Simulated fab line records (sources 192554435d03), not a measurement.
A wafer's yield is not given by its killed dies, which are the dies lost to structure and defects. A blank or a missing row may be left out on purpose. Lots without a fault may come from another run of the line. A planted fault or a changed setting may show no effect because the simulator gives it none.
Problem report in the 8D (eight disciplines) form, filled by code -- flow n5Finfet -- the parts of the form that need people (team, actions taken, sign-off) are left out

## 1. WHAT WENT WRONG
Mean of timeToEndpointS at N5_ILD0_CMP_12: 14 s across 2 wafers in 2 lots; on wafers with no fault it is 29 s (standard deviation 3.2). Measured from the usual mean, that is -4.5 standard deviations.
The step: polishes SiNx, stops on poly-Si, t overpolish 6 s, target thk 17.67 nm.
The first sign was on wafer L360.3 at day 6 21:53, on cmp-01. Wafers with a number at this step in the record: 29, from 10 lots. The rule behind "out" and "out of limits": a value lying over 4 standard deviations away from the usual mean. All remaining wafers that have a number are taken as sound.

## 2. WHAT IT IS, WHAT IT ISN'T
question,is,is not
which readings at this step,timeToEndpointS,"headPressurePsi, motorCurrentA, overpolishRunS, slurryFilterDpKPa"
which lots,"L360, L362","L347, L348, L350, L353, L357, L359, L367, L370"
which wafers of those lots,"L360.3, L362.1","L360.4, L360.6, L362.4, L362.6"
read on which tools,cmp-01,"cmp-02, cmp-04"
when,from day 6 21:53,"up to then (20 sound wafers); but 7 sound wafers of L362, L367, L370 came after"

## 3. THE SUSPECTS, EACH WITH WHAT RULES IT OUT
Counting: if a tool at a process step up to the reading ran every lot that is out, it stays a suspect. Sound lots after the first of them don't rule it out here, since some wafers of a struck lot are sound.
- plasmaAsher-01 at N5_SD_EPI_P_STRIP_40 (strips in N2/H2): kept. Every lot that is out went through it, the first being L360 (day 6 12:12); the last sound lot it ran before that was L347 (day 3 10:43).
- laserAnneal-02 at N5_SD_ACTIVATION_LSA_01 (time 0.0008 s): kept. Every lot that is out went through it, the first being L360 (day 6 15:22); the last sound lot it ran before that was L350 (day 4 07:41).
- cmp-01 at N5_ILD0_CMP_12 (polishes SiNx, stops on poly-Si, t overpolish 6 s, target thk 17.67 nm): kept. Every lot that is out went through it, the first being L360 (day 6 21:53); the last sound lot it ran before that was L357 (day 6 05:38). Its own readings are out on those wafers: timeToEndpointS.
- Within cmp-01 at N5_ILD0_CMP_12: the wafers that are out ran in chamber 2; their sound lot-mates ran in chambers 0, 3.
Still standing after the count: plasmaAsher-01 at N5_SD_EPI_P_STRIP_40, laserAnneal-02 at N5_SD_ACTIVATION_LSA_01, cmp-01 at N5_ILD0_CMP_12.

## 4. THE CAUSE (what the simulator had put in)
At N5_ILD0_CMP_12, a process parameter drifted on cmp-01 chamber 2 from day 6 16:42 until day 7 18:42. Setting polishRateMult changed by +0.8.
This tool is one of the 3 suspects left after counting.

## 5. THE CHAIN OF EFFECTS, in route order
Each row: a reading where the mean over the struck wafers with a number is more than 3 standard deviations away from the usual. Scope: only readings with a usual standard deviation given in the record; hours: median across lots of the time from each lot's start at the first step in this table that gives one to its start at this step; sigmas: change in usual standard deviations.
hours,step,reading,usual,on struck wafers,change,sigmas
0,N5_ILD0_CMP_12,timeToEndpointS,29 s,14,-14,-4.5
It contains these process steps:
- N5_ILD0_CMP_12: polishes SiNx, stops on poly-Si, t overpolish 6 s, target thk 17.67 nm.
Later steps that measure or inspect, where all struck wafers having a row at the step show a number for every such reading and not one has moved that far: N5_BEOL_M4_RC_MEAS_101.

## 6. WHAT WOULD HAVE CAUGHT IT SOONER
The fault began at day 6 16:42; the first out-of-limits reading in this record came at day 6 21:53, 5 hours later.
